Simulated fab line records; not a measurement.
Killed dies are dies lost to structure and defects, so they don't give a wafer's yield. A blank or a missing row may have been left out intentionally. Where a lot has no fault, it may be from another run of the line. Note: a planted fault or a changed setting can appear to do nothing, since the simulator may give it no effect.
fab line records :: flow n5Finfet
[record]
  lots = 6
  wafers = 16
  lastDay = 18
route steps=1938 shown BEOL_M14@1755
lots untouched by any fault: they come from a run of this same line in which no faults occurred
startH: the number of hours between the record's first day and the start of the first shown wafer of the lot :: waitH: time in hours since the lot's previous step :: " the same as in the row above :: L1.1+2: several wafers, shown together as one row :: - no value, or no start was given :: * or withheld: withheld :: < > ~ a bound
route shown NAME@n: NAME is a module with steps in the file, n the number in the route of the first one :: usual: mean and standard deviation over wafers with no fault :: same: alike in all rows :: chamber/n: place in a boat :: sites: the reading at each site :: _std_site: the values' standard deviation :: _edge_site: inner sites' mean taken away from outer sites' mean :: radiusMm: for every site, how far away it sits from the centre of the wafer :: mask NAME#n: copy n :: behind: the tool/chamber that last shaped the wafer :: hold: what put the lot on hold/how long, in hours/how the hold closed :: device: the n, p or np transistor that did not switch :: end of line: tests run on the same wafers once the route is complete :: a step without rows: its recipe alone :: killed: dies lost to structure and defects at the first sort, not the wafer's yield :: map: shows each die of a wafer: x if killed, . if not, _ if none is there
set.NAME: the setting that was run; set.NAME@STEP: the one run at that earlier step :: model.NAME: the simulator's own value behind a step, which no gauge read
certain route steps with their lots: each step a table, each wafer a row
services: from which hour (startH, from the record's first day; less than 0 if before it) a tool's chamber was out of use, for how many hours, and why
[[steps]]
[step N5_BEOL_M14_OCD_MEAS_35]
[usual]
  trenchDepthNm = 558/10
lot.wafer: L414.3
tool: ocd-01
chamber: -
startH: 241.22
waitH: 0.0
trenchDepthNm: 559

lot.wafer: L414.4
tool: ocd-01
chamber: -
startH: 241.22
waitH: 0.0
trenchDepthNm: 567

lot.wafer: L414.6
tool: ocd-01
chamber: -
startH: 241.22
waitH: 0.0
trenchDepthNm: 556

lot.wafer: L421.1
tool: ocd-01
chamber: -
startH: 285.93
waitH: 0.0
trenchDepthNm: 570

lot.wafer: L421.2
tool: ocd-01
chamber: -
startH: 285.93
waitH: 0.0
trenchDepthNm: 558

lot.wafer: L425.1
tool: ocd-01
chamber: -
startH: 308.76
waitH: 0.0
trenchDepthNm: 549

lot.wafer: L425.6
tool: ocd-01
chamber: -
startH: 308.76
waitH: 0.0
trenchDepthNm: 564

lot.wafer: L423.1
tool: ocd-02
chamber: -
startH: 316.83
waitH: 0.0
trenchDepthNm: 553

lot.wafer: L423.3
tool: ocd-02
chamber: -
startH: 316.83
waitH: 0.0
trenchDepthNm: 569

lot.wafer: L423.4
tool: ocd-02
chamber: -
startH: 316.83
waitH: 0.0
trenchDepthNm: 565

lot.wafer: L430.3
tool: ocd-02
chamber: -
startH: 340.71
waitH: 0.0
trenchDepthNm: 567

lot.wafer: L430.4
tool: ocd-02
chamber: -
startH: 340.71
waitH: 0.0
trenchDepthNm: 574

lot.wafer: L430.5
tool: ocd-02
chamber: -
startH: 340.71
waitH: 0.0
trenchDepthNm: 574

lot.wafer: L437.3
tool: ocd-01
chamber: -
startH: 396.62
waitH: 0.0
trenchDepthNm: 573

lot.wafer: L437.5
tool: ocd-01
chamber: -
startH: 396.62
waitH: 0.0
trenchDepthNm: 568

lot.wafer: L437.6
tool: ocd-01
chamber: -
startH: 396.62
waitH: 0.0
trenchDepthNm: 560
[step N5_BEOL_M14_STRIP_37]
[recipe]
  chemistry = O2
  powerW = 600
  tempC = 60
  pressureMtorr = 30
  rfFrequencyHz = 6e+07
  biasPowerW = 0
  overashFraction = 0.3
  o2FlowSccm = 225
[step N5_BEOL_M14_ETCH_38]
[recipe]
  chemistry = CF4/N2
  target = SiCN
  targetDepthA = 1065
  taperDeg = 2
  timeS = 120.6
  ionEnergyEv = 150
  maskMaterial = SiO2
  pressureMtorr = 40
  sourceW = 430
  biasW = 70
  Ar_flow_sccm = 100
  cf4FlowSccm = 60
  n2FlowSccm = 60
[usual]
  drypumpMotorCurrentA = 5.7/0.47
  n2FlowSccm = 59.99/0.19
  oesProductAu = 0.80/0.1
  rfVppV = 381.1/1.2
  showerheadPlenumPTorr = 2.16/0.038
  throttleValvePct = 15.42/0.27
lot.wafer: L414.3
tool: rieDiel-05
chamber: 1
startH: -
waitH: -
drypumpMotorCurrentA: 6.0
n2FlowSccm: 60.11
oesProductAu: 0.92
rfHoursCounterH: 17
rfVppV: 382.0
showerheadPlenumPTorr: 2.16
throttleValvePct: 15.09

lot.wafer: L414.4
tool: rieDiel-05
chamber: 2
startH: -
waitH: -
drypumpMotorCurrentA: 5.2
n2FlowSccm: 60.19
oesProductAu: 0.69
rfHoursCounterH: -
rfVppV: 380.3
showerheadPlenumPTorr: 2.10
throttleValvePct: 15.60

lot.wafer: L414.6
tool: rieDiel-05
chamber: 3
startH: -
waitH: -
drypumpMotorCurrentA: 5.8
n2FlowSccm: 60.05
oesProductAu: 0.68
rfHoursCounterH: -
rfVppV: 381.0
showerheadPlenumPTorr: 2.17
throttleValvePct: 15.96

lot.wafer: L421.1
tool: rieDiel-05
chamber: 1
startH: -
waitH: -
drypumpMotorCurrentA: 6.0
n2FlowSccm: 59.91
oesProductAu: 0.90
rfHoursCounterH: 30
rfVppV: 380.4
showerheadPlenumPTorr: 2.16
throttleValvePct: 15.11

lot.wafer: L421.2
tool: rieDiel-05
chamber: 0
startH: -
waitH: -
drypumpMotorCurrentA: 5.1
n2FlowSccm: 59.68
oesProductAu: 0.93
rfHoursCounterH: 14
rfVppV: 381.8
showerheadPlenumPTorr: 2.17
throttleValvePct: 15.05

lot.wafer: L425.1
tool: rieDiel-05
chamber: 2
startH: -
waitH: -
drypumpMotorCurrentA: 5.1
n2FlowSccm: 59.83
oesProductAu: 0.69
rfHoursCounterH: 226
rfVppV: 379.6
showerheadPlenumPTorr: 2.09
throttleValvePct: 15.66

lot.wafer: L425.6
tool: rieDiel-05
chamber: 2
startH: -
waitH: -
drypumpMotorCurrentA: 5.1
n2FlowSccm: 60.11
oesProductAu: 0.69
rfHoursCounterH: -
rfVppV: 380.6
showerheadPlenumPTorr: 2.09
throttleValvePct: 15.66

lot.wafer: L423.1
tool: rieDiel-02
chamber: 2
startH: -
waitH: -
drypumpMotorCurrentA: 5.9
n2FlowSccm: 59.97
oesProductAu: 0.69
rfHoursCounterH: 221
rfVppV: 382.5
showerheadPlenumPTorr: 2.19
throttleValvePct: 15.98

lot.wafer: L423.3
tool: rieDiel-02
chamber: 1
startH: -
waitH: -
drypumpMotorCurrentA: 6.1
n2FlowSccm: 60.06
oesProductAu: 0.68
rfHoursCounterH: 212
rfVppV: 382.5
showerheadPlenumPTorr: 2.19
throttleValvePct: 15.38

lot.wafer: L423.4
tool: rieDiel-02
chamber: 3
startH: -
waitH: -
drypumpMotorCurrentA: 6.0
n2FlowSccm: 60.12
oesProductAu: 0.73
rfHoursCounterH: 166
rfVppV: 383.4
showerheadPlenumPTorr: 2.20
throttleValvePct: 15.46

lot.wafer: L430.3
tool: rieDiel-01
chamber: 3
startH: -
waitH: -
drypumpMotorCurrentA: 4.8
n2FlowSccm: 60.00
oesProductAu: 0.97
rfHoursCounterH: 1
rfVppV: 381.3
showerheadPlenumPTorr: 2.17
throttleValvePct: 15.30

lot.wafer: L430.4
tool: rieDiel-01
chamber: 2
startH: -
waitH: -
drypumpMotorCurrentA: 5.7
n2FlowSccm: 59.96
oesProductAu: 0.84
rfHoursCounterH: 77
rfVppV: 382.2
showerheadPlenumPTorr: 2.15
throttleValvePct: 15.56

lot.wafer: L430.5
tool: rieDiel-01
chamber: 0
startH: -
waitH: -
drypumpMotorCurrentA: 6.5
n2FlowSccm: 59.98
oesProductAu: 0.79
rfHoursCounterH: -
rfVppV: 382.0
showerheadPlenumPTorr: 2.14
throttleValvePct: 15.15

lot.wafer: L437.3
tool: rieDiel-05
chamber: 3
startH: -
waitH: -
drypumpMotorCurrentA: 5.7
n2FlowSccm: 59.80
oesProductAu: 0.89
rfHoursCounterH: 33
rfVppV: 381.3
showerheadPlenumPTorr: 2.16
throttleValvePct: 15.53

lot.wafer: L437.5
tool: rieDiel-05
chamber: 3
startH: -
waitH: -
drypumpMotorCurrentA: 5.7
n2FlowSccm: 60.02
oesProductAu: 0.89
rfHoursCounterH: -
rfVppV: 381.8
showerheadPlenumPTorr: 2.16
throttleValvePct: 15.50

lot.wafer: L437.6
tool: rieDiel-05
chamber: 2
startH: -
waitH: -
drypumpMotorCurrentA: 5.2
n2FlowSccm: 60.19
oesProductAu: 1.02
rfHoursCounterH: -
rfVppV: 384.8
showerheadPlenumPTorr: 2.35
throttleValvePct: 15.20
[step N5_BEOL_M14_PRECLEAN_39]
[recipe]
  chemistry = residueRemover
  timeS = 60
  tempC = 40
[step N5_BEOL_M14_SRD_40]
[recipe]
  timeS = 30
  tempC = 23
  rinseLiquid = diw
  dry = n2Spin
  spinRpm = 1500
  dryTimeS = 30
[step N5_BEOL_M14_DEGAS_41]
[recipe]
  ambient = vacuum
  tempC = 300
  timeS = 60
[step N5_BEOL_M14_PRE_CLEAN_42]
[recipe]
  gas = H2/He
  timeS = 30
  tempC = 300
[usual]
  heaterPowerW = 467/56
lot.wafer: L414.3
tool: pvdSputter-01
chamber: -
startH: 241.77
waitH: 0.0
heaterPowerW: 528

lot.wafer: L414.4
tool: pvdSputter-01
chamber: -
startH: 241.77
waitH: 0.0
heaterPowerW: 468

lot.wafer: L414.6
tool: pvdSputter-01
chamber: -
startH: 241.77
waitH: 0.0
heaterPowerW: 486

lot.wafer: L421.1
tool: pvdSputter-03
chamber: -
startH: 290.68
waitH: 0.0
heaterPowerW: 519

lot.wafer: L421.2
tool: pvdSputter-03
chamber: -
startH: 290.68
waitH: 0.0
heaterPowerW: 420

lot.wafer: L425.1
tool: pvdSputter-02
chamber: -
startH: 311.56
waitH: 0.0
heaterPowerW: 535

lot.wafer: L425.6
tool: pvdSputter-02
chamber: -
startH: 311.56
waitH: 0.0
heaterPowerW: 417

lot.wafer: L423.1
tool: pvdSputter-01
chamber: -
startH: 320.56
waitH: 0.0
heaterPowerW: 539

lot.wafer: L423.3
tool: pvdSputter-01
chamber: -
startH: 320.56
waitH: 0.0
heaterPowerW: 343

lot.wafer: L423.4
tool: pvdSputter-01
chamber: -
startH: 320.56
waitH: 0.0
heaterPowerW: 485

lot.wafer: L430.3
tool: pvdSputter-02
chamber: -
startH: 341.69
waitH: 0.0
heaterPowerW: 434

lot.wafer: L430.4
tool: pvdSputter-02
chamber: -
startH: 341.69
waitH: 0.0
heaterPowerW: 411

lot.wafer: L430.5
tool: pvdSputter-02
chamber: -
startH: 341.69
waitH: 0.0
heaterPowerW: 418

lot.wafer: L437.3
tool: pvdSputter-03
chamber: -
startH: 398.19
waitH: 0.0
heaterPowerW: 527

lot.wafer: L437.5
tool: pvdSputter-03
chamber: -
startH: 398.19
waitH: 0.0
heaterPowerW: 468

lot.wafer: L437.6
tool: pvdSputter-03
chamber: -
startH: 398.19
waitH: 0.0
heaterPowerW: 522
[step N5_BEOL_M14_SPUTTER_43]
[recipe]
  material = TaN
  targetThkA = 150
  tempC = 50
  biasV = 168.6
  powerW = 15000
  chamberPressurePa = 0.12
  timeS = 24.19
[step N5_BEOL_M14_SPUTTER_44]
[recipe]
  material = Ta
  targetThkA = 150
  tempC = 50
  biasV = 80
  powerW = 15000
  chamberPressurePa = 0.07
  timeS = 24.19
[usual]
  cathodeDcPowerW = 15000/2.6
  throttleValvePct = 30.3/0.45
lot.wafer: L414.3
tool: pvdSputter-01
chamber: -
startH: 241.89
waitH: 0.0
cathodeDcPowerW: 15004
throttleValvePct: 30.9

lot.wafer: L414.4
tool: pvdSputter-01
chamber: -
startH: 241.89
waitH: 0.0
cathodeDcPowerW: 14998
throttleValvePct: 29.3

lot.wafer: L414.6
tool: pvdSputter-01
chamber: -
startH: 241.89
waitH: 0.0
cathodeDcPowerW: 15001
throttleValvePct: 30.5

lot.wafer: L421.1
tool: pvdSputter-03
chamber: -
startH: 290.80
waitH: 0.0
cathodeDcPowerW: 14996
throttleValvePct: 29.8

lot.wafer: L421.2
tool: pvdSputter-03
chamber: -
startH: 290.80
waitH: 0.0
cathodeDcPowerW: 14998
throttleValvePct: 30.0

lot.wafer: L425.1
tool: pvdSputter-02
chamber: -
startH: 311.68
waitH: 0.0
cathodeDcPowerW: 15003
throttleValvePct: 30.9

lot.wafer: L425.6
tool: pvdSputter-02
chamber: -
startH: 311.68
waitH: 0.0
cathodeDcPowerW: 15002
throttleValvePct: 30.5

lot.wafer: L423.1
tool: pvdSputter-01
chamber: -
startH: 320.68
waitH: 0.0
cathodeDcPowerW: 15000
throttleValvePct: 30.8

lot.wafer: L423.3
tool: pvdSputter-01
chamber: -
startH: 320.68
waitH: 0.0
cathodeDcPowerW: 15002
throttleValvePct: 30.2

lot.wafer: L423.4
tool: pvdSputter-01
chamber: -
startH: 320.68
waitH: 0.0
cathodeDcPowerW: 14996
throttleValvePct: 29.5

lot.wafer: L430.3
tool: pvdSputter-02
chamber: -
startH: 341.81
waitH: 0.0
cathodeDcPowerW: 15002
throttleValvePct: 30.3

lot.wafer: L430.4
tool: pvdSputter-02
chamber: -
startH: 341.81
waitH: 0.0
cathodeDcPowerW: 14997
throttleValvePct: 30.6

lot.wafer: L430.5
tool: pvdSputter-02
chamber: -
startH: 341.81
waitH: 0.0
cathodeDcPowerW: 15001
throttleValvePct: 30.6

lot.wafer: L437.3
tool: pvdSputter-03
chamber: -
startH: 398.31
waitH: 0.0
cathodeDcPowerW: 14997
throttleValvePct: 30.4

lot.wafer: L437.5
tool: pvdSputter-03
chamber: -
startH: 398.31
waitH: 0.0
cathodeDcPowerW: 15000
throttleValvePct: 29.8

lot.wafer: L437.6
tool: pvdSputter-03
chamber: -
startH: 398.31
waitH: 0.0
cathodeDcPowerW: 15000
throttleValvePct: 30.2
[step N5_BEOL_M14_SPUTTER_45]
[recipe]
  material = Cu
  targetThkA = 1000
  tempC = -20
  biasV = 60
  powerW = 26000
  chamberPressurePa = 0.13
  timeS = 16.67
[usual]
  cathodeDcPowerW = 26000/4.8
  throttleValvePct = 30.4/0.44
lot.wafer: L414.3
tool: pvdSputter-01
chamber: -
startH: 241.97
waitH: 0.0
cathodeDcPowerW: 25999
throttleValvePct: 30.8

lot.wafer: L414.4
tool: pvdSputter-01
chamber: -
startH: 241.97
waitH: 0.0
cathodeDcPowerW: 26006
throttleValvePct: 29.5

lot.wafer: L414.6
tool: pvdSputter-01
chamber: -
startH: 241.97
waitH: 0.0
cathodeDcPowerW: 25994
throttleValvePct: 30.4

lot.wafer: L421.1
tool: pvdSputter-03
chamber: -
startH: 290.88
waitH: 0.0
cathodeDcPowerW: 25997
throttleValvePct: 30.3

lot.wafer: L421.2
tool: pvdSputter-03
chamber: -
startH: 290.88
waitH: 0.0
cathodeDcPowerW: 26006
throttleValvePct: 29.9

lot.wafer: L425.1
tool: pvdSputter-02
chamber: -
startH: 311.76
waitH: 0.0
cathodeDcPowerW: 26005
throttleValvePct: 30.9

lot.wafer: L425.6
tool: pvdSputter-02
chamber: -
startH: 311.76
waitH: 0.0
cathodeDcPowerW: 25990
throttleValvePct: 30.6

lot.wafer: L423.1
tool: pvdSputter-01
chamber: -
startH: 320.76
waitH: 0.0
cathodeDcPowerW: 25996
throttleValvePct: 30.7

lot.wafer: L423.3
tool: pvdSputter-01
chamber: -
startH: 320.76
waitH: 0.0
cathodeDcPowerW: 26008
throttleValvePct: 30.3

lot.wafer: L423.4
tool: pvdSputter-01
chamber: -
startH: 320.76
waitH: 0.0
cathodeDcPowerW: 26002
throttleValvePct: 29.4

lot.wafer: L430.3
tool: pvdSputter-02
chamber: -
startH: 341.89
waitH: 0.0
cathodeDcPowerW: 26003
throttleValvePct: 30.6

lot.wafer: L430.4
tool: pvdSputter-02
chamber: -
startH: 341.89
waitH: 0.0
cathodeDcPowerW: 25998
throttleValvePct: 30.6

lot.wafer: L430.5
tool: pvdSputter-02
chamber: -
startH: 341.89
waitH: 0.0
cathodeDcPowerW: 25991
throttleValvePct: 30.5

lot.wafer: L437.3
tool: pvdSputter-03
chamber: -
startH: 398.39
waitH: 0.0
cathodeDcPowerW: 26005
throttleValvePct: 30.5

lot.wafer: L437.5
tool: pvdSputter-03
chamber: -
startH: 398.39
waitH: 0.0
cathodeDcPowerW: 26002
throttleValvePct: 29.7

lot.wafer: L437.6
tool: pvdSputter-03
chamber: -
startH: 398.39
waitH: 0.0
cathodeDcPowerW: 25996
throttleValvePct: 30.3
[step N5_BEOL_M14_ECD_47]
[recipe]
  material = Cu
  targetThkA = 12480
[step N5_BEOL_M14_ANNEAL_48]
[recipe]
  tempC = 225
  timeS = 90
  ambient = N2
[usual]
  wafer_temp_C_max = 226.31/0.29
lot.wafer: L414.3
tool: rtpAnneal-01
chamber: 0
startH: 242.93
waitH: 0.7
wafer_temp_C_max: 226.22

lot.wafer: L414.4
tool: rtpAnneal-01
chamber: 0
startH: 242.93
waitH: 0.7
wafer_temp_C_max: 226.69

lot.wafer: L414.6
tool: rtpAnneal-01
chamber: 0
startH: 242.93
waitH: 0.7
wafer_temp_C_max: 226.33

lot.wafer: L421.1
tool: rtpAnneal-01
chamber: 0
startH: 292.06
waitH: 1.0
wafer_temp_C_max: 226.35

lot.wafer: L421.2
tool: rtpAnneal-01
chamber: 0
startH: 292.06
waitH: 1.0
wafer_temp_C_max: 226.13

lot.wafer: L425.1
tool: rtpAnneal-01
chamber: 0
startH: 312.96
waitH: 1.0
wafer_temp_C_max: 226.59

lot.wafer: L425.6
tool: rtpAnneal-01
chamber: 0
startH: 312.96
waitH: 1.0
wafer_temp_C_max: 226.62

lot.wafer: L423.1
tool: rtpAnneal-02
chamber: 0
startH: 321.30
waitH: 0.3
wafer_temp_C_max: 225.93

lot.wafer: L423.3
tool: rtpAnneal-02
chamber: 0
startH: 321.30
waitH: 0.3
wafer_temp_C_max: 225.82

lot.wafer: L423.4
tool: rtpAnneal-02
chamber: 0
startH: 321.30
waitH: 0.3
wafer_temp_C_max: 226.14

lot.wafer: L430.3
tool: rtpAnneal-01
chamber: 0
startH: 342.40
waitH: 0.3
wafer_temp_C_max: 225.94

lot.wafer: L430.4
tool: rtpAnneal-01
chamber: 0
startH: 342.40
waitH: 0.3
wafer_temp_C_max: 226.33

lot.wafer: L430.5
tool: rtpAnneal-01
chamber: 0
startH: 342.40
waitH: 0.3
wafer_temp_C_max: 226.42

lot.wafer: L437.3
tool: rtpAnneal-01
chamber: 0
startH: 398.80
waitH: 0.2
wafer_temp_C_max: 226.13

lot.wafer: L437.5
tool: rtpAnneal-01
chamber: 0
startH: 398.80
waitH: 0.2
wafer_temp_C_max: 226.68

lot.wafer: L437.6
tool: rtpAnneal-01
chamber: 0
startH: 398.80
waitH: 0.2
wafer_temp_C_max: 225.80
[step N5_BEOL_M14_CMP_49]
[recipe]
  stopOn = SiO2
  tOverpolishS = 5.2
  downForcePsi = 2
  platenRpm = 80
  clearingPlatenDownForcePsi = 2
  clearingPlatenRpm = 80
  postCmpClean = cuAlkaline
  targetThkNm = 560
  clearingPlatenPadVelocityMS = 1.5917
  padVelocityMS = 1.5917
[usual]
  barrierFieldEndpointS = 11.41/0.2
  motorCurrentA = 8.0/0.92
  overpolishRunS = 5.200/0.0088
  timeToEndpointS = 122.8/3
lot.wafer: L414.4
tool: cmp-04
chamber: 1
startH: 243.23
waitH: 0.2
barrierFieldEndpointS: 11.25
motorCurrentA: 8.2
overpolishRunS: 5.193
timeToEndpointS: 122.8

lot.wafer: L414.3
tool: cmp-04
chamber: 2
startH: 243.23
waitH: 0.2
barrierFieldEndpointS: 11.41
motorCurrentA: 7.7
overpolishRunS: 5.202
timeToEndpointS: 125.5

lot.wafer: L414.6
tool: cmp-04
chamber: 3
startH: 243.23
waitH: 0.2
barrierFieldEndpointS: 11.40
motorCurrentA: 7.2
overpolishRunS: 5.187
timeToEndpointS: 123.9

lot.wafer: L421.2
tool: cmp-04
chamber: 3
startH: 292.41
waitH: 0.3
barrierFieldEndpointS: 11.62
motorCurrentA: 7.3
overpolishRunS: 5.199
timeToEndpointS: 126.2

lot.wafer: L421.1
tool: cmp-04
chamber: 1
startH: 292.41
waitH: 0.3
barrierFieldEndpointS: 6.40
motorCurrentA: 8.2
overpolishRunS: 5.220
timeToEndpointS: 72.1

lot.wafer: L425.1
tool: cmp-04
chamber: 0
startH: 313.26
waitH: 0.3
barrierFieldEndpointS: 6.22
motorCurrentA: 8.0
overpolishRunS: 5.199
timeToEndpointS: 67.0

lot.wafer: L425.6
tool: cmp-04
chamber: 0
startH: 313.26
waitH: 0.3
barrierFieldEndpointS: 11.35
motorCurrentA: 8.1
overpolishRunS: 5.209
timeToEndpointS: 122.5

lot.wafer: L423.1
tool: cmp-03
chamber: 2
startH: 321.62
waitH: 0.3
barrierFieldEndpointS: 11.83
motorCurrentA: 8.9
overpolishRunS: 5.213
timeToEndpointS: 128.1

lot.wafer: L423.4
tool: cmp-03
chamber: 3
startH: 321.62
waitH: 0.3
barrierFieldEndpointS: 11.56
motorCurrentA: 9.8
overpolishRunS: 5.180
timeToEndpointS: 125.3

lot.wafer: L423.3
tool: cmp-03
chamber: 1
startH: 321.62
waitH: 0.3
barrierFieldEndpointS: 11.42
motorCurrentA: 7.0
overpolishRunS: 5.201
timeToEndpointS: 120.2

lot.wafer: L430.4
tool: cmp-01
chamber: 3
startH: 342.65
waitH: 0.2
barrierFieldEndpointS: 11.26
motorCurrentA: 7.6
overpolishRunS: 5.212
timeToEndpointS: 123.1

lot.wafer: L430.3
tool: cmp-01
chamber: 0
startH: 342.65
waitH: 0.2
barrierFieldEndpointS: 11.40
motorCurrentA: 8.5
overpolishRunS: 5.202
timeToEndpointS: 124.1

lot.wafer: L430.5
tool: cmp-01
chamber: 3
startH: 342.65
waitH: 0.2
barrierFieldEndpointS: 11.50
motorCurrentA: 7.2
overpolishRunS: 5.212
timeToEndpointS: 125.0

lot.wafer: L437.3
tool: cmp-03
chamber: 0
startH: 399.05
waitH: 0.2
barrierFieldEndpointS: 10.96
motorCurrentA: 8.5
overpolishRunS: 5.197
timeToEndpointS: 116.1

lot.wafer: L437.5
tool: cmp-03
chamber: 3
startH: 399.05
waitH: 0.2
barrierFieldEndpointS: 11.31
motorCurrentA: 10.1
overpolishRunS: 5.212
timeToEndpointS: 119.3

lot.wafer: L437.6
tool: cmp-03
chamber: 0
startH: 399.05
waitH: 0.2
barrierFieldEndpointS: 11.28
motorCurrentA: 8.3
overpolishRunS: 5.186
timeToEndpointS: 119.6
[[services]]
tool: rieDiel-05
chamber: 0
startH: 221.67
hours: -
kind: clean

tool: rieDiel-05
chamber: 0
startH: 221.67
hours: -
kind: consumableReplace:focusRing

tool: rieDiel-05
chamber: 0
startH: 221.67
hours: 19.9
kind: scheduledDown

tool: rieDiel-01
chamber: 1
startH: 226.12
hours: 7.0
kind: repair

tool: cmp-01
chamber: -
startH: 227.10
hours: 0.9
kind: repair

tool: cmp-04
chamber: -
startH: 232.63
hours: 0.3
kind: repair

tool: cmp-04
chamber: -
startH: 246.71
hours: 8.5
kind: pm

tool: cmp-01
chamber: -
startH: 254.51
hours: 4.0
kind: pm

tool: cmp-03
chamber: -
startH: 269.07
hours: 4.0
kind: pm

tool: rieDiel-05
chamber: -
startH: 271.96
hours: 10.0
kind: pm

tool: cmp-03
chamber: -
startH: 290.07
hours: 0.6
kind: repair

tool: rieDiel-05
chamber: 3
startH: 292.57
hours: 28.2
kind: repair

tool: cmp-01
chamber: -
startH: 294.07
hours: 9.1
kind: pm

tool: rieDiel-05
chamber: -
startH: 311.93
hours: 2.8
kind: pm

tool: pvdSputter-03
chamber: -
startH: 316.18
hours: 2.9
kind: repair

tool: rieDiel-05
chamber: 3
startH: 321.20
hours: 7.7
kind: repair

tool: rieDiel-01
chamber: 3
startH: 343.36
hours: 5.8
kind: repair

tool: rtpAnneal-02
chamber: -
startH: 349.02
hours: 1.1
kind: pm

tool: cmp-04
chamber: -
startH: 357.89
hours: 7.3
kind: pm

tool: cmp-04
chamber: -
startH: 372.27
hours: 4.0
kind: pm

tool: rieDiel-02
chamber: 1
startH: 374.63
hours: 3.0
kind: repair

tool: rieDiel-02
chamber: -
startH: 380.59
hours: 14.6
kind: pm

tool: rieDiel-05
chamber: 1
startH: 388.94
hours: 7.3
kind: repair

tool: cmp-01
chamber: -
startH: 392.82
hours: 5.6
kind: repair
[[key]]
[firstSign]
  step = N5_BEOL_M14_CMP_49
  reading = barrierFieldEndpointS
  direction = down
  sigmas = 26
  usual = 11.41
  struck = 6.31
[effect]
  step = N5_BEOL_M14_CMP_49
  reading = timeToEndpointS
  direction = down
  sigmas = 18
  usual = *
  struck = *
metAt N5_BEOL_M14_CMP_49
struckWafers L421.1,L425.1
onsetBetween 243.23 292.41
[fault]
  kind = processParameterDrift
  tool = cmp-04
  chamber = -
  onsetH = 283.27
  steps = N5_BEOL_M14_CMP_49
  channel = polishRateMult
  offset = 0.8
  shape = step
  endH = 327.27
  scope = struckWafersOnly
